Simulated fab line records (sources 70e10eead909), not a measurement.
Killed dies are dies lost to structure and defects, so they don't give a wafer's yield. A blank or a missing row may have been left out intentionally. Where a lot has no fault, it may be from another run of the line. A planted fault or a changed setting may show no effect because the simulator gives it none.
fab line records	flow nandHarc
[record] lots = 14	wafers = 42	lastDay = 33
route steps=1302 shown A_M1@1192 A_BONDPAD@1220
lots untouched by any fault: they come from a run of this same line in which no faults occurred
startH: hours from the record's opening day to when the first of the lot's shown wafers began	waitH: hours from the lot's prior step to this one	" unchanged from the row above	L1.1+2: a single row standing in for several wafers	- value missing, or start not given	* or withheld: withheld	< > ~ a bound
route shown NAME@n: a module of which the file shows steps, and the number in the route of the first	usual: the fault-free wafers' mean and standard deviation	same: alike in all rows	chamber/n: place in a boat	sites: the reading at each site	_std_site: the values' standard deviation	_edge_site: mean of outer sites minus mean of inner sites	radiusMm: how far each site lies from the wafer's centre	mask NAME#n: copy n	behind: the tool/chamber that last shaped the wafer	hold: what put the lot on hold/how long, in hours/how the hold closed	device: names the non-switching transistor (n, p or np)	end of line: tests run on the same wafers once the route is complete	a step given without rows: its recipe and nothing more	killed: not the wafer's yield, but the dies lost to structure and defects at the first sort	map: a wafer's dies, marking killed ones x, the rest . and places with no die _
set.NAME: setting as actually run; set.NAME@STEP: the setting as run at that earlier step	model.NAME: the simulator's own value behind a step, which no gauge read
route steps across a sampled set of lots; one table per step, one row per wafer
services: when a tool's chamber went out of use (startH, in hours from the record's first day, below 0 if earlier), for how many hours, and the reason
[[steps]]
[step NHARC_A_M1_PVD_21]
[recipe] targetThkA = 300	chamberPressurePa = 5	powerW = 5000	substrateTempC = 30	timeS = 20.49	material = Cu
[usual] throttleValvePct = 30.3/1.2
lot.wafer	tool	chamber	startH	waitH	throttleValvePct
L117.1	pvdSputter-01	-	-	-	28.6
L117.3	"	-	"	"	31.9
L117.5	"	-	"	"	28.7
L119.1	pvdSputter-03	-	-	-	30.7
L119.3	"	-	"	"	29.4
L119.4	"	-	"	"	29.9
L120.1	pvdSputter-01	-	-	-	28.7
L120.2	"	-	"	"	31.8
L120.6	"	-	"	"	30.0
L121.2	pvdSputter-01	-	-	-	29.5
L121.4	"	-	"	"	28.2
L121.6	"	-	"	"	31.7
L122.3	pvdSputter-03	-	-	-	30.0
L122.5	"	-	"	"	29.3
L122.6	"	-	"	"	30.1
L124.2	pvdSputter-03	-	-	-	29.5
L124.3	"	-	"	"	30.1
L124.6	"	-	"	"	28.4
L127.1	pvdSputter-01	-	-	-	31.7
L127.3	"	-	"	"	28.7
L127.5	"	-	"	"	30.3
L128.2	pvdSputter-03	-	-	-	29.6
L128.3	"	-	"	"	28.5
L128.6	"	-	"	"	29.9
L129.1	pvdSputter-01	-	-	-	29.4
L129.3	"	-	"	"	28.5
L129.4	"	-	"	"	30.3
L131.1	pvdSputter-02	-	-	-	32.5
L131.3	"	-	"	"	30.1
L131.5	"	-	"	"	32.0
L136.1	pvdSputter-02	-	-	-	30.0
L136.4	"	-	"	"	32.5
L136.5	"	-	"	"	29.9
L137.1	pvdSputter-01	-	-	-	30.0
L137.4	"	-	"	"	28.3
L137.5	"	-	"	"	31.9
L139.1	pvdSputter-02	-	-	-	29.5
L139.4	"	-	"	"	32.3
L139.6	"	-	"	"	30.1
L138.3	pvdSputter-01	-	-	-	28.4
L138.1	"	-	"	"	31.9
L138.5	"	-	"	"	29.6
[step NHARC_A_M1_ANNEAL_31]
[recipe] tempC = 225	timeS = 90
[usual] wafer_temp_C_max = 226.5/0.45
lot.wafer	tool	chamber	startH	waitH	wafer_temp_C_max
L117.1	rtpAnneal-02	0	538.67	-	225.8
L117.3	"	0	"	"	226.1
L117.5	"	0	"	"	226.0
L119.1	rtpAnneal-01	0	541.66	0.3	226.8
L119.3	"	0	"	"	226.7
L119.4	"	0	"	"	226.6
L120.1	rtpAnneal-01	0	577.91	0.3	226.5
L120.2	"	0	"	"	226.8
L120.6	"	0	"	"	226.5
L121.2	rtpAnneal-02	0	602.95	-	226.0
L121.4	"	0	"	"	225.9
L121.6	"	0	"	"	226.0
L122.3	rtpAnneal-01	0	605.65	0.3	227.0
L122.5	"	0	"	"	226.0
L122.6	"	0	"	"	226.4
L124.2	rtpAnneal-01	0	608.36	-	226.7
L124.3	"	0	"	"	227.4
L124.6	"	0	"	"	226.7
L127.1	rtpAnneal-02	0	631.76	-	225.9
L127.3	"	0	"	"	226.4
L127.5	"	0	"	"	226.1
L128.2	rtpAnneal-02	0	653.40	-	226.0
L128.3	"	0	"	"	226.3
L128.6	"	0	"	"	226.3
L129.1	rtpAnneal-01	0	655.08	-	226.4
L129.3	"	0	"	"	227.7
L129.4	"	0	"	"	227.3
L131.1	rtpAnneal-02	0	697.39	-	226.4
L131.3	"	0	"	"	226.1
L131.5	"	0	"	"	226.5
L136.1	rtpAnneal-02	0	725.47	0.3	226.5
L136.4	"	0	"	"	226.4
L136.5	"	0	"	"	226.1
L137.1	rtpAnneal-01	0	727.54	0.3	227.4
L137.4	"	0	"	"	226.3
L137.5	"	0	"	"	226.7
L139.1	rtpAnneal-01	0	751.74	0.3	226.5
L139.4	"	0	"	"	226.9
L139.6	"	0	"	"	227.0
L138.1	rtpAnneal-01	0	754.19	0.4	227.3
L138.3	"	0	"	"	226.6
L138.5	"	0	"	"	227.0
[step NHARC_A_M1_INSPECT_27]
[usual] rawDefectCount = 534/120
lot.wafer	tool	chamber	startH	waitH	rawDefectCount
L117.1	defectInspect-01	-	539.48	0.0	656
L117.3	"	-	"	"	866
L117.5	"	-	"	"	722
L119.1	defectInspect-01	-	542.48	0.0	730
L119.3	"	-	"	"	520
L119.4	"	-	"	"	476
L120.1	defectInspect-02	-	578.73	0.0	540
L120.2	"	-	"	"	489
L120.6	"	-	"	"	485
L121.2	defectInspect-02	-	603.72	0.0	414
L121.4	"	-	"	"	451
L121.6	"	-	"	"	444
L122.3	defectInspect-02	-	606.36	0.0	486
L122.5	"	-	"	"	561
L122.6	"	-	"	"	603
L124.2	defectInspect-01	-	609.12	0.0	410
L124.3	"	-	"	"	708
L124.6	"	-	"	"	516
L127.1	defectInspect-01	-	632.58	0.0	501
L127.3	"	-	"	"	390
L127.5	"	-	"	"	356
L128.2	defectInspect-01	-	654.17	0.0	473
L128.3	"	-	"	"	513
L128.6	"	-	"	"	394
L129.1	defectInspect-02	-	655.90	0.0	492
L129.3	"	-	"	"	424
L129.4	"	-	"	"	408
L131.1	defectInspect-01	-	698.20	0.0	591
L131.3	"	-	"	"	641
L131.5	"	-	"	"	709
L136.1	defectInspect-01	-	726.29	0.0	495
L136.4	"	-	"	"	487
L136.5	"	-	"	"	433
L137.1	defectInspect-02	-	728.38	0.0	486
L137.4	"	-	"	"	485
L137.5	"	-	"	"	509
L139.1	defectInspect-01	-	752.56	0.0	736
L139.4	"	-	"	"	465
L139.6	"	-	"	"	440
L138.1	defectInspect-01	-	755.01	0.0	609
L138.3	"	-	"	"	449
L138.5	"	-	"	"	399
[step NHARC_A_BONDPAD_ETCH_12]
[recipe] targetDepthA = 2200	timeS = 110	chf3FlowSccm = 50	o2FlowSccm = 10	arFlowSccm = 200	rfW = 500	biasW = 200	chemistry = CHF3/O2
[usual] chf3FlowSccm = 50.01/0.15	drypumpMotorCurrentA = 5.6/0.38	oesProductAu = 0.939/0.022	rfVppV = 371.0/2.9	showerheadPlenumPTorr = 2.42/0.13	throttleValvePct = 20.572/0.0089
lot.wafer	tool	chamber	startH	waitH	chf3FlowSccm	drypumpMotorCurrentA	oesProductAu	rfHoursCounterH	rfVppV	showerheadPlenumPTorr	throttleValvePct
L117.3	rieDiel-12	1	541.67	-	49.96	5.6	0.921	3	374.4	2.54	20.578
L117.1	"	2	"	"	49.97	5.1	0.929	3	368.3	2.27	20.587
L117.5	"	2	"	"	50.28	5.2	0.917	-	368.6	2.27	20.576
L119.1	rieDiel-12	2	544.67	-	50.08	5.1	0.960	3	368.9	2.27	20.565
L119.4	"	3	"	"	49.98	5.7	1.002	3	374.9	2.58	20.574
L119.3	"	0	"	"	49.97	6.2	0.942	3	368.5	2.33	20.571
L120.2	rieDiel-12	2	581.07	-	50.25	5.1	0.941	4	366.3	2.26	20.567
L120.1	"	0	"	"	49.80	6.2	0.929	4	369.7	2.33	20.576
L120.6	"	0	"	"	49.93	6.2	0.938	-	368.0	2.33	20.560
L121.4	rieDiel-06	2	606.03	-	49.69	5.8	0.913	16	370.6	2.37	20.571
L121.2	"	3	"	"	50.02	5.1	0.916	17	369.7	2.32	20.570
L121.6	"	1	"	"	50.07	5.2	0.923	-	367.8	2.30	20.578
L122.3	rieDiel-02	3	608.56	-	50.01	6.6	0.940	9	372.8	2.55	20.570
L122.5	"	0	"	"	50.07	5.8	0.937	-	373.3	2.52	20.570
L122.6	"	1	"	"	49.95	6.2	0.932	-	369.8	2.38	20.572
L124.3	rieDiel-12	2	611.51	-	50.18	5.1	0.911	6	366.6	2.26	20.579
L124.2	"	0	"	"	49.83	6.3	0.905	5	369.9	2.33	20.562
L124.6	"	1	"	"	50.15	5.6	0.913	-	374.0	2.54	20.593
L127.3	rieDiel-12	1	634.89	-	50.06	5.6	0.955	0	371.9	2.54	20.579
L127.1	"	2	"	"	50.27	5.2	0.963	0	368.5	2.26	20.576
L127.5	"	1	"	"	50.04	5.6	0.955	-	372.7	2.54	20.572
L128.2	rieDiel-12	0	656.35	-	50.10	6.3	0.857	1	370.4	2.33	20.581
L128.3	"	3	"	"	50.03	5.7	0.925	1	375.0	2.58	20.583
L128.6	"	1	"	"	50.31	5.6	0.924	-	372.5	2.54	20.574
L129.3	rieDiel-12	2	658.09	-	50.07	5.1	0.974	1	367.9	2.26	20.557
L129.4	"	0	"	"	49.65	6.2	0.870	1	367.3	2.33	20.557
L129.1	"	1	"	"	50.01	5.6	0.958	1	374.8	2.54	20.573
L131.3	rieDiel-06	1	700.53	-	49.94	5.2	0.905	4	369.0	2.29	20.569
L131.1	"	2	"	"	50.08	5.7	0.927	4	369.4	2.37	20.570
L131.5	"	3	"	"	50.04	5.1	0.929	-	369.3	2.31	20.568
L136.1	rieDiel-12	0	728.48	-	50.04	6.2	0.904	3	369.7	2.33	20.589
L136.4	"	1	"	"	49.74	5.6	0.912	3	373.9	2.54	20.564
L136.5	"	0	"	"	50.02	6.2	0.905	-	368.8	2.33	20.580
L137.1	rieDiel-12	0	730.70	-	50.25	6.2	0.930	3	370.1	2.33	20.569
L137.4	"	1	"	"	49.97	5.6	0.937	3	374.9	2.54	20.579
L137.5	"	2	"	"	49.93	5.1	0.944	-	368.6	2.26	20.571
L139.1	rieDiel-12	2	754.74	-	49.88	5.2	0.933	4	365.7	2.26	20.556
L139.4	"	0	"	"	49.96	6.2	0.912	4	368.9	2.33	20.575
L139.6	"	2	"	"	50.06	5.1	0.939	-	366.5	2.26	20.567
L138.1	rieDiel-12	3	757.32	-	50.34	5.7	0.906	4	374.7	2.58	20.578
L138.3	"	0	"	"	49.89	6.2	0.927	4	370.0	2.33	20.579
L138.5	"	2	"	"	49.85	5.1	0.933	-	368.8	2.26	20.567
[[services]]
tool	chamber	startH	hours	kind
pvdSputter-03	-	547.47	10.0	pm
rieDiel-06	2	550.43	13.4	repair
rieDiel-06	-	559.49	0.5	repair
rieDiel-02	-	572.90	9.0	pm
rieDiel-12	1	574.03	8.2	repair
pvdSputter-01	-	582.14	10.0	pm
rieDiel-06	-	600.79	1.0	repair
rieDiel-12	3	609.20	3.6	repair
pvdSputter-01	-	621.43	1.5	repair
rieDiel-12	-	622.51	9.0	pm
pvdSputter-02	-	638.00	10.0	pm
rieDiel-02	-	642.04	1.2	repair
rieDiel-06	-	666.76	9.0	pm
rieDiel-12	2	679.42	5.0	repair
pvdSputter-02	-	683.12	1.9	repair
rieDiel-02	3	691.66	2.9	repair
rieDiel-12	0	694.36	9.4	repair
rieDiel-02	-	707.07	0.2	repair
rieDiel-06	2	711.45	9.1	repair
rieDiel-12	-	724.40	0.4	repair
pvdSputter-03	-	725.52	10.0	pm
rieDiel-12	1	733.48	2.0	repair
rtpAnneal-02	-	744.00	12.0	pm
rieDiel-02	-	749.90	9.0	pm
[[key]]
[firstSign] step = NHARC_A_BONDPAD_ETCH_12	reading = oesProductAu	direction = down	sigmas = 3.4	usual = 0.939	struck = 0.863
effect none on later readings
metAt NHARC_A_BONDPAD_ETCH_12
struckLots L128,L129
struckWafers L128.2,L129.4
laterRowsLeftOut L128.2,L129.4
sortLeftOut L128.2,L129.4
notActingAt NHARC_A_M1_PVD_21,NHARC_A_M1_ANNEAL_31,NHARC_A_M1_INSPECT_27
onsetBetween 611.51 656.35
[fault] kind = processParameterDrift	tool = rieDiel-12	chamber = 0	onsetH = 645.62	steps = NHARC_A_BONDPAD_ETCH_12	channel = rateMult	offset = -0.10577	shape = step	endH = 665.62
// sortLeftOut: the simulated sort isn't trusted on such a fault, so these wafers' sort isn't shown, and their yield isn't known
// laterRowsLeftOut: the simulator's readings of these wafers behind a module that went badly wrong aren't trusted and aren't shown, but for the sort
